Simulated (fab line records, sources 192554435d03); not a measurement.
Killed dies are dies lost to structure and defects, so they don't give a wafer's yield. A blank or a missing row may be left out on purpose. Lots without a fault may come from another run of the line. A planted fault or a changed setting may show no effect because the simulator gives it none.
A struck lot beside a sound one | flow n5_finfet | 37 steps out of a route of 1938
Sound: wafers L468.3, L468.5, L468.6. Struck: wafers L473.2, L473.6. The cause comes at the end.
At each step with rows: each side's tool, then ch and its chambers, then its first start. Under that, the readings that differ: sound wafers | struck wafers | difference of the means | sigmas: that difference in standard deviations of wafers without a fault.
alike: readings whose means differ by less than 2 such deviations, and words and numbers that are the same on both sides. not compared: withheld readings, readings that some wafer has no value for, bounds like >300 that may hide the same value, and numbers for which the record gives no deviation and whose values overlap.
The two part at a step that has a row with sigmas, a row that says differs or no value, or rows on one side only. Numbers that don't overlap but have no deviation are shown without sigmas and don't part them. A reading that every wafer of one side lacks parts them only if that side has two wafers or more.

first, 9 steps without rows for these wafers: N5_BEOL_M4_ANNEAL_95 (time 240 s); N5_BEOL_M4_SPUTTER_96 (material Cu, target thk 4.5 nm, time 8.29 s); N5_BEOL_M4_ECD_50 (material Cu, target thk 300 nm); N5_BEOL_M4_ANNEAL_51 (time 90 s); N5_BEOL_M4_CMP_52 (polishes, stops on SiOC, t overpolish 6.8 s, target thk 40 nm); N5_BEOL_M4_PRE_CLEAN_60 (time 15 s); N5_BEOL_M4_CO_CAP_55 (material Co, precursor CCTBA/H2, target thk 2 nm, time 102.1 s); N5_BEOL_M4_PRE_CLEAN_56 (time 15 s); N5_BEOL_M4_DEP_57 (deposits SiCN from 3MS/NH3, target thk 8 nm, time 14 s).
N5_BEOL_M4_RC_MEAS_101:
  sound on prober-02 ch 0, day 7 23:16; struck on prober-01 ch 0, day 9 11:16
  alike: DIBL_N, DIBL_P, IOFF_N, IOFF_P, ION_N, ION_P, SS_N, SS_P, VT_N, VT_P
then, 24 steps without rows for these wafers: N5_BEOL_M5_ILD_DEP_00 (deposits SiCOH lowk from DEMS/porogen, target thk 140.64 nm, time 25.9 s); N5_BEOL_M5_CURE_79 (cures SiCOH lowk, time 240 s); N5_BEOL_M5_PECVD_70 (deposits SiO2 from TEOS/O2, target thk 16 nm, time 18 s); N5_BEOL_M5_HM_DEP_02 (deposits TiN, target thk 20 nm); N5_BEOL_M5_COAT_59 (time 60 s, resist thk 60 nm); N5_BEOL_M5_COAT_60 (time 60 s, resist thk 12 nm); N5_BEOL_M5_COAT_71 (time 60 s, resist thk 5 nm); N5_BEOL_M5_COAT_05 (resist thk 30 nm); N5_BEOL_M5_EBR_07; N5_BEOL_M5_SOFTBAKE_06 (time 60 s); N5_BEOL_M5_EXPOSE_08 (exposes mask M5, target cd 28 nm); N5_BEOL_M5_PEB_09 (peb time 60 s); N5_BEOL_M5_DEVELOP_10 (develop time 30 s); N5_BEOL_M5_DESCUM_16 (chemistry O2, time 7 s); N5_BEOL_M5_ETCH_72 (etches underlayer in N2/H2, target depth 6.5 nm, time 5.2 s); N5_BEOL_M5_ETCH_61 (etches SiARC in CF4, target depth 15.6 nm, time 26 s); N5_BEOL_M5_ETCH_62 (etches SOC in N2/H2, target depth 75 nm, overetch 15 nm, time 112.5 s); N5_BEOL_M5_STRIP_63 (strips in N2/H2); N5_BEOL_M5_STRIP_73 (strips in N2/H2); N5_BEOL_M5_STRIP_64 (strips in CF4); N5_BEOL_M5_HM_OPEN_17 (chemistry Cl2/BCl3, target TiN, target depth 20 nm, overetch 6 nm); N5_BEOL_M5_STRIP_19 (strips in O2); N5_BEOL_M5_COAT_65 (time 60 s, resist thk 60 nm); N5_BEOL_M5_COAT_66 (time 60 s, resist thk 12 nm).
N5_BEOL_M6_ETCH_66: etches SOC in N2/H2, target depth 80 nm, overetch 16 nm, time 120 s.
  sound on rie_diel-05 ch 2,3, day 8 17:20; struck on rie_diel-05 ch 0,3, day 10 05:23
  no value came back on the struck wafers for any of 7 readings (bias_w (W), chamber_pressure_mTorr (mTorr) and others); on the sound wafers bias_w (W) reads 149.8 150.2 149.7
  reading                                         | sound     | struck | difference | sigmas
  model.SiARC_of_BEOL_M6_COAT_64.thk_nm (nm)      | 6.2 6.2 6 | 12 12  | +6         |
  model.underlayer_of_BEOL_M6_COAT_71.thk_nm (nm) | 0 0 0     | 5 5    | +5         |
  not compared: rf_hours_counter_h
N5_BEOL_M6_VIA_ETCH_34: etches SiCOH lowk in C4F6/O2, target depth 126.3 nm, time 50.9 s.
  sound on rie_diel-05 ch 2,3, day 8 17:26; struck on rie_diel-05 ch 0,3, day 10 05:29
  reading               | sound          | struck    | difference | sigmas
  oes_product_au (a.u.) | 0.80 0.80 0.77 | 0.27 0.28 | -0.52      | -7
  alike: C4F6_flow_sccm, O2_flow_sccm, drypump_motor_current_A, rf_vpp_V, showerhead_plenum_p_Torr, throttle_valve_pct
  not compared: rf_hours_counter_h
-- the record jumps here: 4 days lie between the struck wafers' starts before and after (it left off in module BEOL_M6 and takes up again in module PASSIVATION, whose first step shown is number 1936 of the route) --
N5_PASSIVATION_PROBE_49:
  sound on prober-02, day 12 08:25; struck on prober-01, day 14 04:13
  reading                  | sound          | struck    | difference | sigmas
  defect_limited_yield (%) | 91.8 91.4 89.9 | 0 0       | -91        | -76
  killed_at_M0_to_M3       | 43 60 53       | 27 19     | -29        | -3
  killed_at_M4_up          | 7 7 8          | 1096 1113 | +1097      | +99 or more
  killed_dies              | 97 102 119     | 1180 1180 | +1074      | +72
  killed_on_rim            | 13 12 22       | 152 152   | +136       | +38
  sort_bin_5_function (%)  | 4.7 5.8 5.0    | 97.2 96.8 | +91.8      | +99 or more
  sort_n_pass              | 1083 1078 1061 | 0 0       | -1074      | -72
  sort_yield_pct (%)       | 91.8 91.4 89.9 | 0 0       | -91        | -76
  alike: killed_at_contacts, killed_at_front_end, killed_at_other, killed_open, killed_short, sort_bin_6_memory, sort_bin_8_speed

WHERE THEY PART
First at N5_BEOL_M6_ETCH_66; last, within this record, at N5_PASSIVATION_PROBE_49.

WHY: what the simulator had put in
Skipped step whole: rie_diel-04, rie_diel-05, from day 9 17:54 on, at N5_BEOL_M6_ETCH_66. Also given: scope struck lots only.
